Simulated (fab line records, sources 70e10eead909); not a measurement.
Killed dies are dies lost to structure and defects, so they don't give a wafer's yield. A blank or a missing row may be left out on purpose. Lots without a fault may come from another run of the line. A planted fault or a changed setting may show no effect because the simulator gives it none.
fab line records | flow nand_harc
record lots=24 wafers=72 last_day=35
route steps=1302 shown A_CONTACT@1048
lots that met no fault: from a run of the same line without faults
start_h: hours from the record's first day to the start of the lot's first wafer shown | wait_h: hours since the lot's step before | " the same as in the row above | L1.1+2: a row that stands for several wafers | - no value, or no start given | * or withheld: withheld | < > ~ a bound
route shown NAME@n: a module of which the file shows steps, and the number in the route of the first | usual: mean/standard deviation of fault-free wafers | same: alike in all rows | chamber/n: place in a boat | sites: the reading at each site | _std_site: their standard deviation | _edge_site: outer sites' mean less inner sites' | radius_mm: how far each site lies from the wafer's centre | mask NAME#n: copy n | behind: the tool/chamber that last shaped the wafer | hold: why the lot was held/for how many hours/how that ended | device: the transistor (n, p or np) that didn't switch | end of line: the same wafers' tests at the end of the route | a step without rows: its recipe alone | killed: dies lost to structure and defects at the first sort, not the wafer's yield | map: a wafer's dies, x killed, . not, _ none there
set.NAME: the setting as run; set.NAME@STEP: as run at that earlier step | model.NAME: the simulator's own value behind a step, which no gauge read
steps of the route over a sample of lots; a table a step, a row a wafer
services: from which hour (start_h, from the record's first day; less than 0 if before it) a tool's chamber was out of use, for how many hours, and why
## steps
# step NHARC_A_CONTACT_ETCH_125
# recipe source_w=withheld pressure_mtorr=20 bias_v=3000 time_s=197 target_depth_a=19180 ar_flow_sccm=withheld c4f8_flow_sccm=withheld o2_flow_sccm=withheld chemistry=C4F8/O2/Ar
# columns lot.wafer tool chamber start_h wait_h rf_hours_counter_h
L075.1 har_cap_etch-01 0 516.56 0.2 0
L075.4 " 0 " " -
L075.3 " 1 " " -
L074.2 har_cap_etch-03 0 517.59 0.2 43
L074.3 " 0 " " -
L074.5 " 0 " " -
L076.2 har_cap_etch-03 1 525.21 0.2 45
L076.4 " 1 " " -
L076.5 " 1 " " -
L077.1 har_cap_etch-02 1 544.51 0.2 91
L077.5 " 1 " " -
L077.6 " 0 " " -
L082.2 har_cap_etch-03 1 598.63 0.2 51
L082.3 " 0 " " -
L082.6 " 1 " " -
L081.1 har_cap_etch-01 1 606.17 0.2 8
L081.3 " 1 " " -
L081.6 " 1 " " -
L078.1 har_cap_etch-03 0 609.03 0.2 53
L078.3 " 1 " " -
L078.5 " 0 " " -
L084.4 har_cap_etch-02 0 621.70 0.2 -
L084.3 " 1 " " -
L084.5 " 0 " " -
L080.2 har_cap_etch-02 0 627.38 0.2 101
L080.4 " 0 " " -
L080.5 " 0 " " -
L083.2 har_cap_etch-03 0 634.95 0.2 61
L083.1 " 1 " " 61
L083.4 " 0 " " -
L085.4 har_cap_etch-02 1 646.55 0.2 -
L085.3 " 0 " " -
L085.6 " 0 " " -
L086.1 har_cap_etch-02 0 651.71 0.2 108
L086.4 " 1 " " -
L086.3 " 0 " " -
L079.1 har_cap_etch-02 0 654.44 0.2 110
L079.3 " 1 " " -
L079.5 " 1 " " -
L088.4 har_cap_etch-03 0 659.41 0.2 -
L088.3 " 1 " " -
L088.5 " 0 " " -
L087.1 har_cap_etch-02 0 659.49 0.2 112
L087.2 " 1 " " 112
L087.5 " 1 " " -
L089.4 har_cap_etch-03 0 665.32 0.2 -
L089.6 " 1 " " -
L089.5 " 0 " " -
L090.1 har_cap_etch-01 1 668.23 0.2 25
L090.3 " 1 " " -
L090.5 " 0 " " -
L091.1 har_cap_etch-02 1 673.43 0.2 115
L091.5 " 0 " " -
L091.6 " 1 " " -
L092.1 har_cap_etch-02 0 695.60 0.2 120
L092.6 " 1 " " -
L092.5 " 0 " " -
L094.2 har_cap_etch-01 0 701.10 0.2 33
L094.1 " 1 " " 33
L094.3 " 0 " " -
L093.2 har_cap_etch-03 0 702.71 0.2 77
L093.1 " 1 " " 77
L093.5 " 1 " " -
L095.1 har_cap_etch-02 1 735.23 0.2 124
L095.3 " 0 " " -
L095.5 " 1 " " -
L096.3 har_cap_etch-03 0 735.93 0.2 -
L096.5 " 0 " " -
L096.6 " 1 " " -
L097.2 har_cap_etch-01 1 769.64 0.2 42
L097.3 " 0 " " -
L097.6 " 0 " " -
# step NHARC_A_CONTACT_ETCH_127
# recipe source_w=withheld pressure_mtorr=20 bias_v=3000 time_s=197 target_depth_a=19180 ar_flow_sccm=withheld c4f8_flow_sccm=withheld o2_flow_sccm=withheld chemistry=C4F8/O2/Ar
# columns lot.wafer tool chamber start_h wait_h rf_hours_counter_h
L075.1 har_cap_etch-01 0 516.91 0.1 0
L075.4 " 0 " " -
L075.3 " 1 " " -
L074.2 har_cap_etch-03 0 517.94 0.1 44
L074.3 " 0 " " -
L074.5 " 0 " " -
L076.2 har_cap_etch-03 1 525.56 0.1 45
L076.4 " 1 " " -
L076.5 " 1 " " -
L077.1 har_cap_etch-02 1 544.86 0.1 91
L077.5 " 1 " " -
L077.6 " 0 " " -
L082.2 har_cap_etch-03 1 598.99 0.1 52
L082.3 " 0 " " -
L082.6 " 1 " " -
L081.1 har_cap_etch-01 1 606.52 0.1 9
L081.3 " 1 " " -
L081.6 " 1 " " -
L078.1 har_cap_etch-03 0 609.50 0.2 53
L078.3 " 1 " " -
L078.5 " 0 " " -
L084.4 har_cap_etch-02 0 622.05 0.1 -
L084.3 " 1 " " -
L084.5 " 0 " " -
L080.2 har_cap_etch-02 0 627.73 0.2 102
L080.4 " 0 " " -
L080.5 " 0 " " -
L083.2 har_cap_etch-03 0 635.30 0.1 61
L083.1 " 1 " " 61
L083.4 " 0 " " -
L085.4 har_cap_etch-02 1 646.90 0.1 -
L085.3 " 0 " " -
L085.6 " 0 " " -
L086.1 har_cap_etch-02 0 652.07 0.1 109
L086.4 " 1 " " -
L086.3 " 0 " " -
L079.1 har_cap_etch-02 0 654.79 0.1 111
L079.3 " 1 " " -
L079.5 " 1 " " -
L088.4 har_cap_etch-03 0 659.76 0.1 -
L088.3 " 1 " " -
L088.5 " 0 " " -
L087.1 har_cap_etch-02 0 659.84 0.1 112
L087.2 " 1 " " 112
L087.5 " 1 " " -
L089.4 har_cap_etch-03 0 665.67 0.1 -
L089.6 " 1 " " -
L089.5 " 0 " " -
L090.1 har_cap_etch-01 1 668.59 0.2 26
L090.3 " 1 " " -
L090.5 " 0 " " -
L091.1 har_cap_etch-02 1 673.79 0.1 115
L091.5 " 0 " " -
L091.6 " 1 " " -
L092.1 har_cap_etch-02 0 695.95 0.1 120
L092.6 " 1 " " -
L092.5 " 0 " " -
L094.2 har_cap_etch-01 0 701.57 0.2 33
L094.1 " 1 " " 33
L094.3 " 0 " " -
L093.2 har_cap_etch-03 0 703.07 0.1 78
L093.1 " 1 " " 78
L093.5 " 1 " " -
L095.1 har_cap_etch-02 1 735.58 0.1 124
L095.3 " 0 " " -
L095.5 " 1 " " -
L096.3 har_cap_etch-03 0 736.28 0.1 -
L096.5 " 0 " " -
L096.6 " 1 " " -
L097.2 har_cap_etch-01 1 769.99 0.1 43
L097.3 " 0 " " -
L097.6 " 0 " " -
# step NHARC_A_CONTACT_ETCH_129
# recipe source_w=withheld pressure_mtorr=20 bias_v=3000 time_s=197 target_depth_a=19180 ar_flow_sccm=withheld c4f8_flow_sccm=withheld o2_flow_sccm=withheld chemistry=C4F8/O2/Ar
# columns lot.wafer tool chamber start_h wait_h rf_hours_counter_h
L075.1 har_cap_etch-01 0 517.26 0.1 1
L075.4 " 0 " " -
L075.3 " 1 " " -
L074.2 har_cap_etch-03 0 518.30 0.1 44
L074.3 " 0 " " -
L074.5 " 0 " " -
L076.2 har_cap_etch-03 1 525.91 0.1 46
L076.4 " 1 " " -
L076.5 " 1 " " -
L077.1 har_cap_etch-02 1 545.22 0.1 92
L077.5 " 1 " " -
L077.6 " 0 " " -
L082.2 har_cap_etch-03 1 599.34 0.1 52
L082.3 " 0 " " -
L082.6 " 1 " " -
L081.1 har_cap_etch-01 1 606.88 0.1 9
L081.3 " 1 " " -
L081.6 " 1 " " -
L078.1 har_cap_etch-03 0 609.97 0.2 54
L078.3 " 1 " " -
L078.5 " 0 " " -
L084.4 har_cap_etch-02 0 622.40 0.1 -
L084.3 " 1 " " -
L084.5 " 0 " " -
L080.2 har_cap_etch-02 0 628.08 0.1 102
L080.4 " 0 " " -
L080.5 " 0 " " -
L083.2 har_cap_etch-03 0 635.65 0.1 61
L083.1 " 1 " " 61
L083.4 " 0 " " -
L085.4 har_cap_etch-02 1 647.25 0.1 -
L085.3 " 0 " " -
L085.6 " 0 " " -
L086.1 har_cap_etch-02 0 652.42 0.1 109
L086.4 " 1 " " -
L086.3 " 0 " " -
L079.1 har_cap_etch-02 0 655.14 0.1 111
L079.3 " 1 " " -
L079.5 " 1 " " -
L088.4 har_cap_etch-03 0 660.12 0.1 -
L088.3 " 1 " " -
L088.5 " 0 " " -
L087.1 har_cap_etch-02 0 660.20 0.1 113
L087.2 " 1 " " 113
L087.5 " 1 " " -
L089.4 har_cap_etch-03 0 666.02 0.1 -
L089.6 " 1 " " -
L089.5 " 0 " " -
L090.1 har_cap_etch-01 1 668.94 0.1 26
L090.3 " 1 " " -
L090.5 " 0 " " -
L091.1 har_cap_etch-02 1 674.14 0.1 116
L091.5 " 0 " " -
L091.6 " 1 " " -
L092.1 har_cap_etch-02 0 696.30 0.1 120
L092.6 " 1 " " -
L092.5 " 0 " " -
L094.2 har_cap_etch-01 0 702.04 0.2 34
L094.1 " 1 " " 34
L094.3 " 0 " " -
L093.2 har_cap_etch-03 0 703.42 0.1 78
L093.1 " 1 " " 78
L093.5 " 1 " " -
L095.1 har_cap_etch-02 1 735.94 0.1 125
L095.3 " 0 " " -
L095.5 " 1 " " -
L096.3 har_cap_etch-03 0 736.64 0.1 -
L096.5 " 0 " " -
L096.6 " 1 " " -
L097.2 har_cap_etch-01 1 770.34 0.1 43
L097.3 " 0 " " -
L097.6 " 0 " " -
# step NHARC_A_CONTACT_ETCH_132
# recipe source_w=withheld pressure_mtorr=20 bias_v=3000 time_s=197 target_depth_a=19240 ar_flow_sccm=withheld c4f8_flow_sccm=withheld o2_flow_sccm=withheld chemistry=C4F8/O2/Ar
# columns lot.wafer tool chamber start_h wait_h rf_hours_counter_h
L075.1 har_cap_etch-01 0 517.79 0.1 1
L075.4 " 0 " " -
L075.3 " 1 " " -
L074.2 har_cap_etch-03 0 518.83 0.1 44
L074.3 " 0 " " -
L074.5 " 0 " " -
L076.2 har_cap_etch-03 1 526.44 0.1 46
L076.4 " 1 " " -
L076.5 " 1 " " -
L077.1 har_cap_etch-02 1 545.75 0.1 92
L077.5 " 1 " " -
L077.6 " 0 " " -
L082.2 har_cap_etch-03 1 599.87 0.1 53
L082.3 " 0 " " -
L082.6 " 1 " " -
L081.1 har_cap_etch-01 1 607.41 0.1 9
L081.3 " 1 " " -
L081.6 " 1 " " -
L078.1 har_cap_etch-03 0 610.67 0.2 54
L078.3 " 1 " " -
L078.5 " 0 " " -
L084.4 har_cap_etch-02 0 622.93 0.1 -
L084.3 " 1 " " -
L084.5 " 0 " " -
L080.2 har_cap_etch-02 0 628.61 0.1 102
L080.4 " 0 " " -
L080.5 " 0 " " -
L083.2 har_cap_etch-03 0 636.18 0.1 62
L083.1 " 1 " " 62
L083.4 " 0 " " -
L085.4 har_cap_etch-02 1 647.78 0.1 -
L085.3 " 0 " " -
L085.6 " 0 " " -
L086.1 har_cap_etch-02 0 652.95 0.1 110
L086.4 " 1 " " -
L086.3 " 0 " " -
L079.1 har_cap_etch-02 0 655.67 0.1 111
L079.3 " 1 " " -
L079.5 " 1 " " -
L088.4 har_cap_etch-03 0 660.65 0.1 -
L088.3 " 1 " " -
L088.5 " 0 " " -
L087.1 har_cap_etch-02 0 660.73 0.1 113
L087.2 " 1 " " 113
L087.5 " 1 " " -
L089.4 har_cap_etch-03 0 666.55 0.1 -
L089.6 " 1 " " -
L089.5 " 0 " " -
L090.1 har_cap_etch-01 1 669.47 0.1 27
L090.3 " 1 " " -
L090.5 " 0 " " -
L091.1 har_cap_etch-02 1 674.67 0.1 116
L091.5 " 0 " " -
L091.6 " 1 " " -
L092.1 har_cap_etch-02 0 696.84 0.1 121
L092.6 " 1 " " -
L092.5 " 0 " " -
L094.2 har_cap_etch-01 0 702.75 0.2 34
L094.1 " 1 " " 34
L094.3 " 0 " " -
L093.2 har_cap_etch-03 0 703.95 0.1 79
L093.1 " 1 " " 79
L093.5 " 1 " " -
L095.1 har_cap_etch-02 1 736.47 0.1 125
L095.3 " 0 " " -
L095.5 " 1 " " -
L096.3 har_cap_etch-03 0 737.16 0.1 -
L096.5 " 0 " " -
L096.6 " 1 " " -
L097.2 har_cap_etch-01 1 770.87 0.2 43
L097.3 " 0 " " -
L097.6 " 0 " " -
# step NHARC_A_CONTACT_ETCH_97
# recipe target_depth_a=200 over_etch_frac=0.5 time_s=10 ion_energy_ev=250 c4f6_flow_sccm=25 o2_flow_sccm=20 ar_flow_sccm=500 rf_w=600 bias_w=500 chemistry=C4F6/O2
# usual drypump_motor_current_A=5.8/0.52 oes_product_au=0.956/0.023 rf_vpp_V=547/3.2 showerhead_plenum_p_Torr=3.91/0.15 throttle_valve_pct=26.903/0.0096
# columns lot.wafer tool chamber start_h wait_h drypump_motor_current_A oes_product_au rf_hours_counter_h rf_vpp_V showerhead_plenum_p_Torr throttle_valve_pct
L075.4 rie_diel-04 1 - - 5.7 0.939 26 548 4.00 26.914
L075.3 " 2 " " 5.2 0.940 25 543 3.76 26.898
L075.1 " 3 " " 6.2 0.934 28 549 3.99 26.911
L074.3 rie_diel-04 3 - - 6.3 0.960 28 549 3.99 26.912
L074.2 " 0 " " 6.4 0.945 27 551 4.13 26.899
L074.5 " 3 " " 6.3 0.960 - 548 3.99 26.896
L076.2 rie_diel-04 2 - - 5.2 0.961 28 544 3.76 26.903
L076.4 " 0 " " 6.3 0.933 29 552 4.13 26.900
L076.5 " 1 " " 5.7 0.931 - 548 4.00 26.915
L077.1 rie_diel-04 2 - - 5.2 0.956 1 543 3.76 26.906
L077.5 " 2 " " 5.2 0.943 - 544 3.76 26.899
L077.6 " 3 " " 6.2 0.952 - 548 3.99 26.901
L082.2 rie_diel-04 0 - - 6.3 0.962 4 550 4.12 26.904
L082.3 " 1 " " 5.7 0.943 4 548 3.99 26.905
L082.6 " 1 " " 5.7 0.948 - 548 3.99 26.908
L081.1 rie_diel-04 2 - - 5.2 0.955 6 544 3.75 26.912
L081.3 " 3 " " 6.2 0.933 7 548 3.98 26.901
L081.6 " 0 " " 6.3 0.941 - 550 4.12 26.889
L078.3 rie_diel-04 0 - - 6.3 0.963 8 553 4.12 26.901
L078.1 " 1 " " 5.7 0.959 7 549 3.99 26.913
L078.5 " 0 " " 6.3 0.953 - 551 4.12 26.902
L084.4 rie_diel-10 3 - - 5.4 1.015 5 549 4.09 26.918
L084.3 " 0 " " 5.4 0.992 5 545 3.79 26.886
L084.5 " 1 " " 5.8 1.008 - 542 3.66 26.899
L080.4 rie_diel-01 1 - - 6.4 0.989 26 542 3.70 26.886
L080.2 " 3 " " 6.2 0.984 19 546 3.83 26.900
L080.5 " 0 " " 6.7 0.998 - 549 4.01 26.896
L083.1 rie_diel-01 1 - - 6.4 1.002 29 541 3.70 26.896
L083.4 " 2 " " 4.8 0.993 27 545 3.82 26.895
L083.2 " 0 " " 6.7 1.012 19 549 4.00 26.879
L085.4 rie_diel-04 0 - - 6.4 0.960 17 552 4.12 26.899
L085.3 " 2 " " 5.2 0.922 16 542 3.75 26.915
L085.6 " 3 " " 6.2 0.933 - 548 3.98 26.902
L086.1 rie_diel-04 1 - - 5.7 0.941 19 549 3.98 26.916
L086.3 " 3 " " 6.2 0.951 19 548 3.98 26.908
L086.4 " 0 " " 6.3 0.945 20 552 4.11 26.898
L079.1 rie_diel-10 2 - - 5.1 1.008 18 543 3.72 26.892
L079.3 " 3 " " 5.4 0.992 16 551 4.08 26.898
L079.5 " 0 " " 5.4 0.994 - 544 3.78 26.901
L088.3 rie_diel-04 0 - - 6.3 0.943 22 552 4.11 26.895
L088.4 " 1 " " 5.7 0.946 20 548 3.98 26.922
L088.5 " 2 " " 5.2 0.948 - 544 3.74 26.918
L087.2 rie_diel-04 3 - - 6.2 0.935 22 548 3.97 26.897
L087.1 " 1 " " 5.7 0.951 20 548 3.98 26.904
L087.5 " 3 " " 6.3 0.937 - 548 3.97 26.923
L089.4 rie_diel-01 2 - - 4.8 0.941 39 544 3.82 26.899
L089.6 " 2 " " 4.8 0.949 - 546 3.82 26.906
L089.5 " 3 " " 6.2 0.947 - 545 3.82 26.898
L090.1 rie_diel-04 3 - - 6.2 0.951 24 548 3.97 26.891
L090.3 " 0 " " 6.4 0.960 24 551 4.11 26.886
L090.5 " 2 " " 5.2 0.951 - 544 3.74 26.908
L091.1 rie_diel-04 2 - - 5.2 0.945 25 543 3.74 26.917
L091.6 " 2 " " 5.2 0.934 - 542 3.74 26.898
L091.5 " 3 " " 6.2 0.937 - 548 3.97 26.896
L092.1 rie_diel-04 1 - - 5.7 0.968 26 549 3.98 26.905
L092.5 " 0 " " 6.4 0.975 - 550 4.11 26.888
L092.6 " 1 " " 5.7 0.969 - 548 3.98 26.919
L094.2 rie_diel-04 2 - - 5.2 0.944 29 543 3.74 26.898
L094.3 " 3 " " 6.2 0.940 30 547 3.97 26.905
L094.1 " 0 " " 6.3 0.942 31 550 4.11 26.918
L093.1 rie_diel-10 0 - - 5.3 0.967 33 544 3.77 26.900
L093.2 " 3 " " 5.4 0.963 32 549 4.07 26.906
L093.5 " 1 " " 5.8 0.959 - 541 3.65 26.898
L095.1 rie_diel-04 3 - - 6.3 0.945 3 547 3.97 26.908
L095.3 " 2 " " 5.2 0.934 3 542 3.74 26.917
L095.5 " 3 " " 6.3 0.940 - 549 3.97 26.923
L096.3 rie_diel-04 3 - - 6.2 0.935 3 549 3.97 26.895
L096.6 " 2 " " 5.2 0.945 - 543 3.74 26.893
L096.5 " 3 " " 6.2 0.933 - 548 3.97 26.890
L097.2 rie_diel-04 1 - - 5.7 0.943 8 548 3.97 26.884
L097.3 " 3 " " 6.2 0.945 8 547 3.96 26.906
L097.6 " 2 " " 5.2 0.932 - 543 3.73 26.896
# step NHARC_A_CONTACT_ETCH_89
# recipe target_depth_a=2600 over_etch_frac=0.3 time_s=475.3 ion_energy_ev=200 n2_flow_sccm=150 h2_flow_sccm=150 ar_flow_sccm=0 rf_w=400 bias_w=150 chemistry=N2/H2
# usual drypump_motor_current_A=5.8/0.56 n2_flow_sccm=150.0/0.39 oes_product_au=0.999/0.0081 rf_vpp_V=430.1/2.5 showerhead_plenum_p_Torr=2.02/0.086 throttle_valve_pct=14.170/0.0094
# columns lot.wafer tool chamber start_h wait_h drypump_motor_current_A n2_flow_sccm oes_product_au rf_hours_counter_h rf_vpp_V showerhead_plenum_p_Torr throttle_valve_pct
L075.4 rie_diel-04 0 - - 6.4 150.0 1.004 27 432.3 2.16 14.167
L075.1 " 1 " " 5.7 150.0 0.995 27 431.0 2.08 14.166
L075.3 " 2 " " 5.2 150.9 1.001 26 428.3 1.94 14.164
L074.3 rie_diel-04 3 - - 6.2 150.4 1.014 30 433.7 2.08 14.179
L074.2 " 0 " " 6.3 149.8 1.005 29 433.7 2.16 14.175
L074.5 " 2 " " 5.2 149.8 1.006 - 429.0 1.94 14.157
L076.4 rie_diel-04 2 - - 5.2 149.7 1.003 28 427.5 1.94 14.167
L076.2 " 0 " " 6.4 149.8 0.993 30 434.3 2.16 14.168
L076.5 " 1 " " 5.6 149.9 0.982 - 432.4 2.08 14.171
L077.1 rie_diel-01 2 - - 4.8 149.7 1.011 56 428.6 1.99 14.154
L077.5 " 0 " " 6.7 150.1 0.996 - 431.9 2.09 14.174
L077.6 " 1 " " 6.4 150.3 0.996 - 426.6 1.92 14.178
L082.3 rie_diel-04 2 - - 5.1 149.7 0.995 7 427.3 1.94 14.163
L082.2 " 1 " " 5.7 149.7 0.995 7 431.2 2.08 14.175
L082.6 " 2 " " 5.2 149.5 0.996 - 428.8 1.94 14.163
L081.3 rie_diel-04 3 - - 6.2 150.0 0.991 11 432.7 2.07 14.170
L081.1 " 1 " " 5.6 150.1 1.002 10 431.5 2.08 14.166
L081.6 " 2 " " 5.2 149.5 1.000 - 426.5 1.94 14.180
L078.1 rie_diel-04 2 - - 5.2 149.5 1.002 10 427.4 1.94 14.174
L078.3 " 1 " " 5.7 149.7 1.000 11 434.1 2.08 14.171
L078.5 " 3 " " 6.2 149.6 1.008 - 431.9 2.07 14.158
L084.3 rie_diel-04 1 - - 5.7 149.7 0.997 13 432.0 2.08 14.164
L084.4 " 3 " " 6.2 150.1 0.993 14 431.2 2.07 14.149
L084.5 " 2 " " 5.2 150.2 1.002 - 426.7 1.94 14.191
L080.2 rie_diel-10 0 - - 5.4 149.9 1.001 10 427.8 1.96 14.173
L080.4 " 3 " " 5.3 150.0 1.010 11 432.8 2.14 14.165
L080.5 " 0 " " 5.4 149.6 1.003 - 427.9 1.96 14.173
L083.1 rie_diel-04 0 - - 6.3 150.6 1.012 18 432.1 2.15 14.177
L083.4 " 1 " " 5.6 150.1 1.006 18 431.8 2.08 14.182
L083.2 " 2 " " 5.2 149.7 0.995 17 428.2 1.94 14.172
L085.3 rie_diel-10 0 - - 5.4 150.2 1.007 16 429.5 1.95 14.178
L085.4 " 1 " " 5.9 150.7 0.998 15 425.7 1.88 14.175
L085.6 " 3 " " 5.3 149.9 0.996 - 430.9 2.13 14.161
L086.1 rie_diel-01 3 - - 6.2 150.0 0.994 34 429.1 1.98 14.162
L086.3 " 0 " " 6.7 150.4 1.001 30 430.9 2.08 14.169
L086.4 " 1 " " 6.4 150.5 1.003 40 427.8 1.90 14.182
L079.3 rie_diel-10 0 - - 5.4 149.8 1.014 20 427.6 1.95 14.169
L079.1 " 1 " " 5.8 150.1 0.999 19 425.7 1.88 14.172
L079.5 " 3 " " 5.4 150.8 0.994 - 432.4 2.13 14.191
L087.1 rie_diel-10 3 - - 5.4 150.5 0.992 23 432.1 2.13 14.168
L087.2 " 0 " " 5.3 150.5 1.009 22 427.2 1.95 14.152
L087.5 " 2 " " 5.1 149.7 0.997 - 428.7 1.92 14.160
L088.3 rie_diel-04 3 - - 6.2 149.9 0.999 25 431.4 2.07 14.165
L088.4 " 1 " " 5.6 150.0 0.998 22 432.1 2.07 14.183
L088.5 " 3 " " 6.2 149.4 0.996 - 432.5 2.07 14.169
L089.4 rie_diel-04 1 - - 5.6 149.7 1.004 23 430.1 2.07 14.185
L089.5 " 1 " " 5.7 149.5 1.003 - 431.2 2.07 14.175
L089.6 " 2 " " 5.2 149.6 0.994 - 428.0 1.93 14.167
L090.1 rie_diel-04 0 - - 6.3 150.1 1.003 26 432.6 2.15 14.171
L090.3 " 1 " " 5.6 150.4 1.002 23 432.6 2.07 14.172
L090.5 " 3 " " 6.2 149.4 1.002 - 432.3 2.07 14.168
L091.1 rie_diel-01 0 - - 6.7 150.2 1.004 35 432.1 2.08 14.155
L091.5 " 2 " " 4.8 149.8 1.003 - 429.4 1.98 14.163
L091.6 " 3 " " 6.2 150.4 0.993 - 428.8 1.98 14.179
L092.1 rie_diel-04 0 - - 6.4 149.6 0.990 30 433.7 2.15 14.166
L092.6 " 3 " " 6.3 149.2 1.002 - 431.6 2.07 14.175
L092.5 " 0 " " 6.3 149.1 0.989 - 432.7 2.15 14.158
L094.3 rie_diel-01 0 - - 6.7 150.5 1.009 44 432.8 2.08 14.166
L094.2 " 2 " " 4.8 150.4 0.989 52 429.1 1.97 14.154
L094.1 " 3 " " 6.2 149.5 0.983 48 428.7 1.97 14.166
L093.1 rie_diel-01 3 - - 6.2 150.3 1.011 48 429.1 1.97 14.168
L093.2 " 0 " " 6.7 150.0 1.009 44 430.3 2.08 14.155
L093.5 " 3 " " 6.2 150.4 1.008 - 429.6 1.97 14.167
L095.1 rie_diel-04 1 - - 5.6 150.2 1.004 3 432.9 2.07 14.179
L095.3 " 3 " " 6.2 150.2 0.998 3 431.1 2.06 14.169
L095.5 " 2 " " 5.2 150.4 0.978 - 427.6 1.93 14.170
L096.3 rie_diel-04 0 - - 6.3 150.5 0.988 4 432.2 2.15 14.163
L096.5 " 1 " " 5.7 150.0 1.004 - 430.4 2.07 14.188
L096.6 " 2 " " 5.2 149.8 0.993 - 427.5 1.93 14.160
L097.3 rie_diel-01 2 - - 4.8 150.2 1.005 10 427.2 1.97 14.180
L097.2 " 3 " " 6.2 150.2 1.002 10 428.9 1.97 14.188
L097.6 " 3 " " 6.2 150.0 0.996 - 428.4 1.97 14.183
## services
# columns tool chamber start_h hours kind
har_cap_etch-01 - 497.00 17.0 pm
rie_diel-04 2 506.30 5.7 repair
rie_diel-04 0 511.60 - clean
rie_diel-04 1 511.60 - clean
rie_diel-04 3 511.60 - clean
rie_diel-04 - 532.13 9.0 pm
rie_diel-04 0 532.13 9.0 vent_cycle
rie_diel-01 - 557.80 9.0 pm
rie_diel-10 - 596.76 9.0 pm
har_cap_etch-02 - 619.11 1.3 repair
rie_diel-01 0 619.70 6.1 repair
rie_diel-10 1 643.14 7.1 repair
rie_diel-04 1 663.57 4.8 repair
rie_diel-01 3 693.84 1.7 repair
rie_diel-10 0 699.92 2.5 repair
rie_diel-01 1 704.98 2.9 repair
rie_diel-04 - 709.13 9.0 pm
rie_diel-01 - 735.33 9.0 pm
har_cap_etch-02 - 754.00 17.0 pm
har_cap_etch-02 0 754.00 17.0 vent_cycle
har_cap_etch-02 1 754.00 17.0 vent_cycle
har_cap_etch-02 0 771.00 - clean
har_cap_etch-02 1 771.00 - clean
rie_diel-10 - 773.76 9.0 pm
## key
fault none
